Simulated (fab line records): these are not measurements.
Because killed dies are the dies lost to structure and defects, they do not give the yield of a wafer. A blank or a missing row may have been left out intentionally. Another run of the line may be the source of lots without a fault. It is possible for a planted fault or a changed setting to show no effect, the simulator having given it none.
Comparing a struck lot with a sound one ; flow nand_harc ; 13 steps out of a route of 1302
Sound: these wafers, L445.2, L445.4, L445.5. Struck: wafers L441.2, L441.4. (L441.3 of the same lot was not struck and is left out.) The cause comes at the end.
At each step with rows: each side's tool, then ch and its chambers, then its first start. Under that, the readings that differ: sound wafers ; struck wafers ; difference of the means ; sigmas: that difference in standard deviations of wafers without a fault.
alike: words and numbers the same on both sides, and readings whose means are apart by under 2 such deviations; not compared: readings that were withheld, readings missing a value for some wafer, numbers with overlapping values and no deviation given by the record, and bounds like >300 which may hide the same value.
A row with sigmas, a row that says differs or no value, or rows on one side alone: a step with any of these is where the two part. When numbers do not overlap yet have no deviation, they are printed without sigmas and do not part them. A reading that every wafer of one side lacks parts them only if that side has two wafers or more.

first, 6 steps without rows for these wafers: NHARC_A_DECK1_JOINT_CVD_34 (deposits SiNx, target thk 20 nm); NHARC_A_DECK1_JOINT_DEP_06 (deposits SiOx, target thk 80 nm); NHARC_A_DECK1_JOINT_CURE_26 (time 32 s); NHARC_A_DECK1_JOINT_ANNEAL_27 (time 3600 s); NHARC_A_DECK1_JOINT_ANNEAL_28 (time 1800 s); NHARC_A_DECK1_JOINT_ANNEAL_29 (time 1800 s).
NHARC_A_DECK1_JOINT_CMP_02: polishes SiOx.
  sound on cmp-02 ch 0,3, day 18 12:49; struck on cmp-03 ch 0,1, day 17 04:06
  alike: motor_current_A, slurry_filter_dp_kPa
then, 1 step without rows for these wafers: NHARC_A_DECK1_JOINT_SRD_15.
NHARC_A_DECK1_JOINT_DEP_16: deposits SiO2, target thk 45 nm.
  sound on pecvd-03 ch 1,2, day 18 13:12; struck on pecvd-02 ch 0,1, day 17 04:50
  alike: flow_sccm, heater_power_w, rf_fwd_power_W, throttle_valve_pct
NHARC_A_DECK1_JOINT_THK_MEAS_17: measures by ellipsometry.
  sound on film_metro-02, day 18 13:29; struck on film_metro-02, day 17 05:07
  alike: thk_nm
NHARC_A_DECK1_JOINT_INSPECT_05:
  sound on defect_inspect-01, day 18 13:31; struck on defect_inspect-01, day 17 05:08
  alike: raw_defect_count
NHARC_A_ONON_D2_DEP_00: target thk 1000 nm.
  sound on pecvd_onon-01 ch 0, day 18 13:48; struck on pecvd_onon-03 ch 0, day 17 05:16
NHARC_A_ONON_D2_THK_MEAS_02: measures by ellipsometry.
  sound on film_metro-02, day 18 14:15; struck on film_metro-02, day 17 05:53
reading;sound;struck;difference;sigmas
thk_nm (nm);1002 1004 1002;885 883;-119;-15
  not compared: hold

== WHERE THEY PART ==
At NHARC_A_ONON_D2_THK_MEAS_02 and nowhere else, as far as this record goes.

WHY: the cause the simulator had injected
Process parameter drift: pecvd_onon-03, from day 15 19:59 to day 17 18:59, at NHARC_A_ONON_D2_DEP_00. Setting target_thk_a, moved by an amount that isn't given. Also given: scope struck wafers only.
